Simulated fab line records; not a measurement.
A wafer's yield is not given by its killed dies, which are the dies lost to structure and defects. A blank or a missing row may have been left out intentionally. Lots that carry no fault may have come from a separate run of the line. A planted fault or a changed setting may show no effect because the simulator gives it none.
fab line records	flow nandHarc	part 1 of 2: steps 1 to 4 of 6
[record] lots = 24	wafers = 72	lastDay = 34
route steps=1302 shown A_SLIT@924 A_WL_FILL@956
lots that met no fault: from a run of the same line without faults
startH: hours from the record's first day to the start of the lot's first wafer shown	waitH: hours since the lot's step before	" the same as in the row above	L1.1+2: a row that stands for several wafers	- no value, or no start was given	* or withheld: withheld	< > ~ a bound
route shown NAME@n: NAME is a module with steps in the file, n the number in the route of the first one	usual: mean/standard deviation of fault-free wafers	same: alike in all rows	chamber/n: place in a boat	sites: the reading at each site	_std_site: the values' standard deviation	_edge_site: outer sites' mean less inner sites'	radiusMm: for every site, how far away it sits from the centre of the wafer	mask NAME#n: copy n	behind: the tool/chamber that last shaped the wafer	hold: the reason the lot was held/the length of the hold in hours/how it ended	device: which transistor (n, p or np) failed to switch	end of line: at the end of the route, the tests of the same wafers	a step without rows: its recipe alone	killed: the dies lost at the first sort to structure and to defects; this is not the yield of the wafer	map: a wafer's dies, x killed, . not, _ none there
set.NAME: setting as actually run; set.NAME@STEP: the setting as run at that earlier step	model.NAME: the simulator's own value behind a step, which no gauge read
route steps across a sampled set of lots; one table per step, one row per wafer
services: a tool's chamber out of use, with start hour (startH, from the record's first day; less than 0 if before it), hours out, and reason
[[steps]]
[step NHARC_A_SLIT_DEP_23]
[recipe] targetThkA = 1000	targetThkNm = 100	tempC = 400	pressureTorr = 3.5	flowSccm = 200	rfW = 350	material = SiON
[usual] heaterPowerW = 760/120
lot.wafer	tool	chamber	startH	waitH	heaterPowerW
L074.3	pecvd-03	1	446.01	2.0	684
L074.5	"	2	"	"	1090
L074.6	"	1	"	"	682
L075.2	pecvd-02	0	459.53	2.6	872
L075.6	"	2	"	"	659
L075.5	"	1	"	"	745
L076.3	pecvd-01	2	459.56	1.9	692
L076.2	"	0	"	"	645
L076.6	"	0	"	"	668
L077.2	pecvd-03	0	472.71	2.6	772
L077.5	"	2	"	"	1131
L077.6	"	0	"	"	786
L079.1	pecvd-01	0	489.32	3.2	696
L079.3	"	2	"	"	687
L079.5	"	1	"	"	656
L078.1	pecvd-02	0	490.21	3.2	909
L078.6	"	2	"	"	647
L078.4	"	0	"	"	893
L080.3	pecvd-01	0	512.32	1.9	727
L080.2	"	1	"	"	634
L080.1	"	2	"	"	797
L081.1	pecvd-01	1	521.91	3.2	672
L081.3	"	1	"	"	680
L081.6	"	1	"	"	679
L083.2	pecvd-01	0	528.34	2.6	683
L083.4	"	2	"	"	823
L083.5	"	0	"	"	703
L082.2	pecvd-01	0	529.94	2.6	699
L082.4	"	0	"	"	690
L082.6	"	1	"	"	736
L085.3	pecvd-02	0	540.66	1.9	831
L085.2	"	1	"	"	814
L085.4	"	0	"	"	836
L084.2	pecvd-01	1	541.34	2.5	748
L084.1	"	0	"	"	682
L084.4	"	0	"	"	706
L086.2	pecvd-01	1	542.46	2.5	727
L086.4	"	2	"	"	789
L086.5	"	0	"	"	713
L089.1	pecvd-03	1	592.56	3.1	656
L089.2	"	2	"	"	976
L089.5	"	1	"	"	681
L087.3	pecvd-01	2	593.45	1.9	852
L087.1	"	0	"	"	673
L087.2	"	1	"	"	596
L090.2	pecvd-01	0	606.87	2.6	677
L090.6	"	1	"	"	612
L090.5	"	0	"	"	714
L088.2	pecvd-03	2	607.34	2.5	1029
L088.1	"	0	"	"	693
L088.3	"	1	"	"	720
L093.3	pecvd-01	2	619.42	1.9	771
L093.2	"	1	"	"	741
L093.5	"	2	"	"	777
L091.3	pecvd-01	2	620.44	1.9	832
L091.1	"	0	"	"	739
L091.5	"	2	"	"	869
L092.1	pecvd-03	0	637.99	3.2	625
L092.6	"	1	"	"	724
L092.4	"	2	"	"	1002
L094.3	pecvd-03	0	642.78	2.0	714
L094.4	"	1	"	"	713
L094.6	"	0	"	"	743
L095.1	pecvd-03	0	653.08	3.1	667
L095.4	"	0	"	"	684
L095.5	"	2	"	"	1012
L097.3	pecvd-03	1	677.05	1.9	656
L097.4	"	1	"	"	687
L097.6	"	2	"	"	983
L096.2	pecvd-01	0	705.42	2.5	641
L096.3	"	2	"	"	776
L096.6	"	2	"	"	767
[step NHARC_A_SLIT_ETCH_24]
[recipe] targetDepthA = 1210	timeS = 60.5	cf4FlowSccm = 100	chf3FlowSccm = 30	arFlowSccm = 0	rfW = 500	biasW = 200	chemistry = CF4/CHF3
[usual] cf4FlowSccm = 100.0/0.34	drypumpMotorCurrentA = 5.6/0.47	oesProductAu = 0.962/0.018	rfVppV = 369.4/2.2	showerheadPlenumPTorr = 1.54/0.058	throttleValvePct = 16.803/0.0094
lot.wafer	tool	chamber	startH	waitH	cf4FlowSccm	drypumpMotorCurrentA	oesProductAu	rfHoursCounterH	rfVppV	showerheadPlenumPTorr	throttleValvePct
L074.3	rieDiel-06	3	446.77	0.1	100.0	5.5	0.947	7.0	366.2	1.47	16.802
L074.6	"	3	"	"	100.5	5.5	0.939	-	367.0	1.47	16.800
L074.5	"	0	"	"	99.8	5.4	0.953	-	368.1	1.49	16.797
L075.2	rieDiel-08	0	460.48	0.1	99.8	5.4	0.959	3.2	371.8	1.60	16.808
L075.6	"	0	"	"	99.9	5.4	0.960	-	372.1	1.60	16.810
L075.5	"	2	"	"	99.8	6.0	0.973	-	367.7	1.49	16.807
L076.2	rieDiel-13	0	460.60	0.1	100.5	5.1	0.969	9.5	368.3	1.50	16.794
L076.3	"	3	"	"	99.8	6.3	0.964	9.2	366.3	1.48	16.791
L076.6	"	1	"	"	99.5	5.2	0.953	-	370.5	1.51	16.806
L077.2	rieDiel-08	3	473.50	0.1	99.6	6.2	0.965	4.3	370.4	1.55	16.790
L077.6	"	3	"	"	99.4	6.2	0.959	-	370.1	1.55	16.807
L077.5	"	0	"	"	100.2	5.4	0.958	-	372.5	1.60	16.798
L079.3	rieDiel-08	1	490.27	0.1	99.8	5.4	0.981	4.2	372.8	1.64	16.793
L079.1	"	2	"	"	100.4	6.0	0.978	6.6	369.0	1.48	16.800
L079.5	"	2	"	"	100.4	6.0	0.965	-	368.5	1.48	16.789
L078.4	rieDiel-13	0	491.10	0.1	99.4	5.1	0.956	10.7	369.4	1.50	16.804
L078.1	"	3	"	"	99.7	6.3	0.966	10.4	366.5	1.48	16.783
L078.6	"	1	"	"	100.6	5.2	0.986	-	369.5	1.51	16.800
L080.1	rieDiel-08	0	513.28	0.1	99.0	5.4	0.987	7.0	371.3	1.60	16.825
L080.3	"	1	"	"	100.3	5.4	0.964	5.7	373.3	1.64	16.813
L080.2	"	2	"	"	100.3	6.0	0.962	8.0	366.8	1.48	16.802
L081.3	rieDiel-08	3	522.91	0.1	100.2	6.2	0.970	8.4	372.1	1.55	16.791
L081.1	"	0	"	"	99.6	5.4	0.972	8.1	372.7	1.60	16.781
L081.6	"	2	"	"	100.1	6.0	0.972	-	366.6	1.48	16.817
L083.4	rieDiel-08	1	529.27	0.1	100.2	5.4	0.964	7.6	374.5	1.64	16.800
L083.2	"	2	"	"	100.2	6.0	0.948	10.8	367.4	1.48	16.802
L083.5	"	0	"	"	100.0	5.4	0.973	-	373.2	1.60	16.799
L082.2	rieDiel-06	3	530.90	0.1	100.6	5.5	0.964	1.2	367.3	1.47	16.797
L082.4	"	0	"	"	100.0	5.4	0.954	1.4	367.0	1.48	16.813
L082.6	"	1	"	"	100.3	6.4	0.976	-	367.3	1.49	16.799
L085.4	rieDiel-06	2	541.48	0.1	99.8	5.0	0.970	2.9	371.5	1.60	16.785
L085.3	"	3	"	"	99.8	5.5	0.970	2.3	365.1	1.47	16.821
L085.2	"	1	"	"	100.0	6.4	0.950	3.4	368.0	1.49	16.795
L084.1	rieDiel-08	1	542.28	0.1	100.2	5.4	0.975	8.8	372.2	1.64	16.818
L084.4	"	2	"	"	99.9	6.0	0.979	11.9	367.3	1.48	16.818
L084.2	"	0	"	"	100.5	5.4	0.960	9.4	372.5	1.60	16.813
L086.2	rieDiel-13	1	543.28	0.1	100.1	5.2	0.966	0.5	367.9	1.51	16.804
L086.4	"	2	"	"	100.3	5.0	0.977	0.4	371.7	1.58	16.806
L086.5	"	2	"	"	100.4	5.0	0.983	-	371.3	1.58	16.803
L089.2	rieDiel-08	3	593.60	0.1	100.3	6.2	0.986	1.9	370.4	1.55	16.799
L089.1	"	1	"	"	99.7	5.4	0.977	1.5	372.0	1.64	16.795
L089.5	"	3	"	"	100.2	6.2	0.984	-	369.3	1.55	16.796
L087.3	rieDiel-06	3	594.27	0.1	100.2	5.5	0.922	6.3	367.4	1.47	16.788
L087.1	"	1	"	"	99.8	6.4	0.926	7.2	367.5	1.49	16.808
L087.2	"	2	"	"	100.2	5.0	0.923	6.6	372.6	1.60	16.802
L090.2	rieDiel-13	1	607.79	0.1	100.2	5.2	0.951	2.3	369.2	1.51	16.795
L090.5	"	3	"	"	100.0	6.4	0.977	-	367.8	1.48	16.775
L090.6	"	0	"	"	99.8	5.1	0.965	-	369.3	1.50	16.797
L088.2	rieDiel-06	1	608.30	0.1	100.1	6.4	0.973	8.4	367.9	1.49	16.806
L088.3	"	2	"	"	100.3	5.0	0.953	7.5	371.9	1.60	16.793
L088.1	"	3	"	"	100.2	5.5	0.949	7.2	367.2	1.47	16.808
L093.2	rieDiel-08	1	620.30	0.1	99.3	5.4	0.975	2.8	371.6	1.64	16.790
L093.3	"	3	"	"	99.9	6.2	0.961	-	369.4	1.55	16.794
L093.5	"	1	"	"	99.3	5.4	0.961	-	373.1	1.64	16.795
L091.1	rieDiel-06	3	621.40	0.1	99.8	5.5	0.942	8.9	365.6	1.47	16.810
L091.3	"	0	"	"	100.1	5.5	0.946	8.6	368.2	1.48	16.796
L091.5	"	2	"	"	99.6	5.0	0.965	-	371.2	1.60	16.813
L092.4	rieDiel-08	3	638.90	0.1	100.3	6.2	0.992	5.1	370.7	1.55	16.810
L092.1	"	1	"	"	100.4	5.4	0.968	4.3	373.5	1.64	16.810
L092.6	"	2	"	"	99.9	6.0	0.978	-	367.4	1.48	16.808
L094.3	rieDiel-13	1	643.55	0.1	100.1	5.2	0.975	4.7	369.2	1.51	16.804
L094.4	"	2	"	"	99.3	5.0	0.975	3.9	370.3	1.58	16.797
L094.6	"	1	"	"	100.1	5.2	0.962	-	367.9	1.51	16.778
L095.4	rieDiel-08	1	654.03	0.1	100.3	5.4	0.938	5.4	372.1	1.64	16.802
L095.1	"	0	"	"	99.8	5.4	0.915	4.0	372.7	1.60	16.802
L095.5	"	1	"	"	100.4	5.4	0.936	-	371.9	1.64	16.812
L097.3	rieDiel-13	1	677.97	0.1	100.1	5.1	0.932	6.1	367.4	1.51	16.799
L097.4	"	3	"	"	99.9	6.3	0.921	6.5	367.5	1.47	16.810
L097.6	"	2	"	"	100.2	5.0	0.928	-	370.3	1.58	16.801
L096.3	rieDiel-06	3	706.37	0.1	100.0	5.5	0.973	1.8	366.0	1.47	16.802
L096.2	"	1	"	"	100.3	6.4	0.959	2.0	365.3	1.49	16.791
L096.6	"	0	"	"	100.0	5.4	0.990	-	368.8	1.48	16.810
[step NHARC_A_SLIT_ETCH_17]
[recipe] biasV = 900	sourceW = withheld	pressureMtorr = 20	arFlowSccm = 375	c4f8FlowSccm = 83.3	o2FlowSccm = 41.7	timeS = 4254.5	targetDepthA = 2.03e+05	chemistry = C4F8/O2/Ar
[usual] drypumpMotorCurrentA = 5.59/0.14	heBacksideLeakSccm = 6.1/0.79	showerheadPlenumPTorr = 3.58/0.085	throttleValvePct = 32.045/0.0087
lot.wafer	tool	chamber	startH	waitH	drypumpMotorCurrentA	heBacksideLeakSccm	rfHoursCounterH	showerheadPlenumPTorr	throttleValvePct
L074.3	harEtch-01	1	449.75	-	5.66	6.4	-	3.66	32.038
L074.6	"	0	"	"	5.37	6.5	-	3.47	32.048
L074.5	"	1	"	"	5.64	6.1	-	3.66	32.050
L076.2	harEtch-01	0	462.03	-	5.38	6.5	245	3.46	32.042
L076.3	"	1	463.84	-	5.67	6.4	-	3.66	32.043
L076.6	"	0	"	"	5.41	6.3	-	3.46	32.047
L075.2	harEtch-02	1	464.90	-	5.77	4.7	43	3.68	32.052
L075.5	"	0	466.72	-	5.61	5.6	-	3.63	32.038
L075.6	"	1	"	"	5.78	4.8	-	3.68	32.035
L077.2	harEtch-02	0	475.22	-	5.59	5.7	51	3.63	32.036
L077.6	"	0	477.67	-	5.58	5.7	-	3.63	32.056
L077.5	"	1	"	"	5.78	4.7	-	3.68	32.051
L079.1	harEtch-02	0	492.06	-	5.58	5.2	62	3.62	32.054
L079.3	"	1	"	"	5.77	4.9	-	3.67	32.044
L079.5	"	0	494.46	-	5.56	5.6	-	3.62	32.028
L078.1	harEtch-01	0	493.25	-	5.34	7.1	264	3.45	32.039
L078.4	"	1	"	"	5.63	6.3	-	3.65	32.035
L078.6	"	1	495.08	-	5.62	6.5	-	3.65	32.041
L080.1	harEtch-01	1	514.44	-	5.67	6.0	272	3.64	32.055
L080.2	"	0	"	"	5.35	7.2	272	3.45	32.042
L080.3	"	1	"	"	5.64	6.1	-	3.64	32.038
L081.1	harEtch-02	0	526.06	-	5.57	5.4	77	3.61	32.062
L081.3	"	1	527.90	-	5.77	4.9	-	3.66	32.046
L081.6	"	1	529.13	-	5.77	4.8	-	3.66	32.044
L083.2	harEtch-01	0	531.05	-	5.37	7.1	279	3.44	32.044
L083.4	"	0	532.25	-	5.38	7.1	-	3.44	32.032
L083.5	"	1	"	"	5.63	6.6	-	3.64	32.043
L082.2	harEtch-01	1	534.25	-	5.65	6.1	283	3.64	32.050
L082.4	"	1	535.47	-	5.64	6.7	-	3.64	32.059
L082.6	"	1	536.68	-	5.63	6.6	-	3.64	32.030
L085.2	harEtch-01	1	542.64	-	5.64	6.2	287	3.64	32.039
L085.3	"	1	543.86	-	5.67	6.3	-	3.63	32.049
L085.4	"	0	"	"	5.40	7.4	-	3.44	32.037
L084.1	harEtch-02	0	544.96	-	5.58	5.7	89	3.61	32.052
L084.2	"	1	"	"	5.75	5.0	89	3.66	32.043
L084.4	"	1	546.73	-	5.76	4.8	-	3.66	32.037
L086.2	harEtch-01	0	546.50	-	5.36	7.0	290	3.44	32.041
L086.4	"	0	547.70	-	5.35	6.3	-	3.44	32.046
L086.5	"	0	548.91	-	5.40	6.9	-	3.44	32.049
L089.2	harEtch-01	0	595.04	-	5.34	6.7	317	3.42	32.058
L089.1	"	1	"	"	5.63	6.7	317	3.62	32.038
L089.5	"	0	597.49	-	5.36	7.4	-	3.42	32.030
L087.1	harEtch-02	0	596.87	-	5.61	5.6	120	3.59	32.041
L087.2	"	1	"	"	5.76	5.0	120	3.64	32.067
L087.3	"	1	598.69	-	5.78	5.1	-	3.64	32.032
L088.2	harEtch-02	1	609.47	-	5.76	5.0	127	3.63	32.049
L088.1	"	0	"	"	5.58	5.9	127	3.59	32.048
L088.3	"	0	611.29	-	5.58	6.1	-	3.59	32.043
L090.2	harEtch-01	1	609.56	-	5.63	6.9	325	3.61	32.050
L090.5	"	0	611.38	-	5.35	6.5	-	3.42	32.052
L090.6	"	1	"	"	5.64	6.6	-	3.61	32.057
L093.2	harEtch-01	1	622.20	1.5	5.62	5.5	336	3.61	32.049
L093.3	"	0	624.03	2.9	5.36	7.4	-	3.41	32.031
L093.5	"	1	"	"	5.63	6.5	-	3.61	32.049
L091.1	harEtch-02	1	623.18	-	5.77	5.2	139	3.63	32.027
L091.3	"	1	624.41	-	5.75	5.4	-	3.63	32.046
L091.5	"	1	625.63	-	5.77	5.2	-	3.63	32.031
L092.1	harEtch-02	1	640.67	-	5.77	5.1	146	3.63	32.038
L092.4	"	0	"	"	5.60	5.6	-	3.58	32.053
L092.6	"	1	643.11	-	5.75	5.1	-	3.62	32.054
L094.4	harEtch-02	1	645.91	-	5.75	5.2	-	3.62	32.058
L094.3	"	0	"	"	5.60	5.9	-	3.57	32.061
L094.6	"	1	"	"	5.81	5.2	-	3.62	32.041
L095.1	harEtch-01	0	655.19	-	5.37	7.1	352	3.41	32.048
L095.4	"	1	656.99	-	5.66	6.9	-	3.60	32.063
L095.5	"	1	658.19	-	5.67	6.6	-	3.60	32.044
L097.4	harEtch-02	1	680.33	-	5.77	5.3	-	3.61	32.030
L097.3	"	0	"	"	5.58	6.2	-	3.57	32.042
L097.6	"	0	682.13	-	5.59	5.9	-	3.57	32.035
L096.2	harEtch-01	1	709.35	-	5.67	7.0	-	3.58	32.048
L096.3	"	1	710.56	-	5.70	6.9	-	3.58	32.040
L096.6	"	1	714.19	-	5.66	6.7	-	3.58	32.035
[step NHARC_A_SLIT_STRIP_18]
[recipe] o2FlowSccm = 500	arFlowSccm = 0	biasW = 0	chemistry = O2
[usual] drypumpMotorCurrentA = 5.6/0.48	oesProductAu = 1.002/0.0089	rfVppV = 57.6/0.86	showerheadPlenumPTorr = 3.44/0.13	throttleValvePct = 17.035/0.0084
lot.wafer	tool	chamber	startH	waitH	drypumpMotorCurrentA	oesProductAu	rfHoursCounterH	rfVppV	showerheadPlenumPTorr	throttleValvePct
L074.3	rieDiel-06	1	-	-	6.4	0.990	7	57.1	3.35	17.032
L074.5	"	0	"	"	5.4	0.987	-	56.9	3.33	17.032
L074.6	"	1	"	"	6.4	0.990	-	57.4	3.35	17.021
L076.3	rieDiel-13	2	-	-	5.0	0.993	8	57.0	3.54	17.039
L076.2	"	3	"	"	6.3	1.004	10	56.9	3.31	17.037
L076.6	"	2	"	"	5.0	0.980	-	57.2	3.54	17.042
L075.2	rieDiel-08	0	-	-	5.4	1.001	4	57.2	3.60	17.037
L075.5	"	2	"	"	6.0	1.010	-	57.9	3.33	17.035
L075.6	"	0	"	"	5.4	1.015	-	56.9	3.60	17.030
L077.2	rieDiel-13	2	-	-	5.0	0.998	9	57.5	3.54	17.033
L077.5	"	3	"	"	6.3	1.019	-	57.3	3.31	17.050
L077.6	"	0	"	"	5.1	1.011	-	57.4	3.38	17.027
L079.3	rieDiel-08	0	-	-	5.4	0.995	7	57.9	3.60	17.031
L079.1	"	2	"	"	6.0	1.008	8	57.4	3.33	17.041
L079.5	"	1	"	"	5.4	1.008	-	57.0	3.68	17.039
L078.1	rieDiel-06	3	-	-	5.5	0.996	0	55.6	3.30	17.030
L078.4	"	1	"	"	6.4	0.986	1	57.1	3.35	17.019
L078.6	"	3	"	"	5.5	0.989	-	57.6	3.30	17.042
L080.3	rieDiel-08	0	-	-	5.4	1.006	8	57.9	3.59	17.038
L080.2	"	2	"	"	6.0	1.008	9	58.1	3.33	17.016
L080.1	"	3	"	"	6.2	1.017	8	58.9	3.48	17.047
L081.3	rieDiel-13	0	-	-	5.0	0.993	0	58.5	3.37	17.053
L081.1	"	1	"	"	5.2	0.998	0	58.5	3.40	17.037
L081.6	"	1	"	"	5.2	1.016	-	57.4	3.40	17.048
L083.2	rieDiel-06	0	-	-	5.5	0.989	2	57.1	3.33	17.031
L083.4	"	2	"	"	5.0	1.007	2	58.0	3.59	17.026
L083.5	"	0	"	"	5.5	0.994	-	56.5	3.33	17.039
L082.4	rieDiel-08	3	-	-	6.2	0.999	10	57.1	3.48	17.049
L082.2	"	2	"	"	6.0	1.003	12	57.6	3.33	17.039
L082.6	"	0	"	"	5.4	0.995	-	58.1	3.59	17.048
L085.3	rieDiel-13	0	-	-	5.1	0.997	2	56.7	3.37	17.033
L085.2	"	1	"	"	5.2	1.002	1	56.8	3.40	17.025
L085.4	"	2	"	"	5.0	0.997	1	56.9	3.54	17.036
L084.2	rieDiel-13	0	-	-	5.1	1.006	2	58.0	3.37	17.033
L084.1	"	3	"	"	6.3	1.000	2	57.7	3.31	17.022
L084.4	"	0	"	"	5.1	1.003	-	56.5	3.37	17.042
L086.2	rieDiel-06	2	-	-	5.0	0.998	5	56.9	3.59	17.043
L086.4	"	3	"	"	5.5	1.001	4	57.2	3.30	17.039
L086.5	"	3	"	"	5.5	1.000	-	56.5	3.30	17.032
L089.1	rieDiel-06	2	-	-	5.0	0.992	7	57.7	3.59	17.040
L089.2	"	3	"	"	5.5	0.992	7	56.8	3.30	17.040
L089.5	"	3	"	"	5.5	0.996	-	57.5	3.29	17.028
L087.3	rieDiel-08	1	-	-	5.5	1.004	2	57.5	3.68	17.038
L087.2	"	2	"	"	6.0	1.015	3	57.5	3.33	17.023
L087.1	"	3	"	"	6.2	1.011	3	58.1	3.48	17.028
L090.2	rieDiel-13	2	-	-	5.0	1.006	2	56.7	3.54	17.035
L090.5	"	2	"	"	5.0	1.005	-	58.6	3.54	17.035
L090.6	"	3	"	"	6.3	1.005	-	56.2	3.31	17.036
L088.2	rieDiel-06	2	-	-	5.0	0.993	9	58.7	3.59	17.022
L088.3	"	3	"	"	5.5	0.993	9	58.2	3.29	17.035
L088.1	"	1	"	"	6.5	0.991	9	56.7	3.34	17.044
L091.1	rieDiel-06	1	-	-	6.4	0.987	10	56.7	3.34	17.036
L091.3	"	3	"	"	5.5	0.992	10	58.5	3.29	17.035
L091.5	"	0	"	"	5.4	0.995	-	57.6	3.33	17.035
L093.2	rieDiel-08	1	627.47	0.2	5.4	1.017	4	58.3	3.67	17.035
L093.3	"	3	"	"	6.2	1.014	-	58.7	3.48	17.022
L093.5	"	1	"	"	5.4	1.014	-	58.6	3.67	17.033
L092.1	rieDiel-06	1	-	-	6.4	0.997	11	56.3	3.34	17.029
L092.4	"	3	"	"	5.5	0.989	11	58.0	3.29	17.037
L092.6	"	1	"	"	6.4	0.994	-	56.2	3.34	17.044
L094.3	rieDiel-06	3	-	-	5.5	1.008	11	57.0	3.29	17.035
L094.4	"	3	"	"	5.5	1.002	-	58.1	3.29	17.026
L094.6	"	2	"	"	5.0	0.998	-	57.8	3.59	17.026
L095.4	rieDiel-06	3	-	-	5.5	0.992	11	57.1	3.29	17.024
L095.1	"	2	"	"	5.0	1.002	11	59.1	3.59	17.039
L095.5	"	3	"	"	5.5	1.000	-	57.4	3.29	17.043
L097.4	rieDiel-13	1	-	-	5.2	1.017	7	57.8	3.39	17.035
L097.3	"	3	"	"	6.4	0.997	8	57.5	3.31	17.032
L097.6	"	1	"	"	5.2	1.003	-	56.5	3.39	17.028
L096.2	rieDiel-08	2	-	-	6.0	1.013	7	58.3	3.32	17.030
L096.3	"	3	"	"	6.2	1.025	10	57.2	3.48	17.035
L096.6	"	0	"	"	5.4	1.011	-	57.9	3.59	17.035
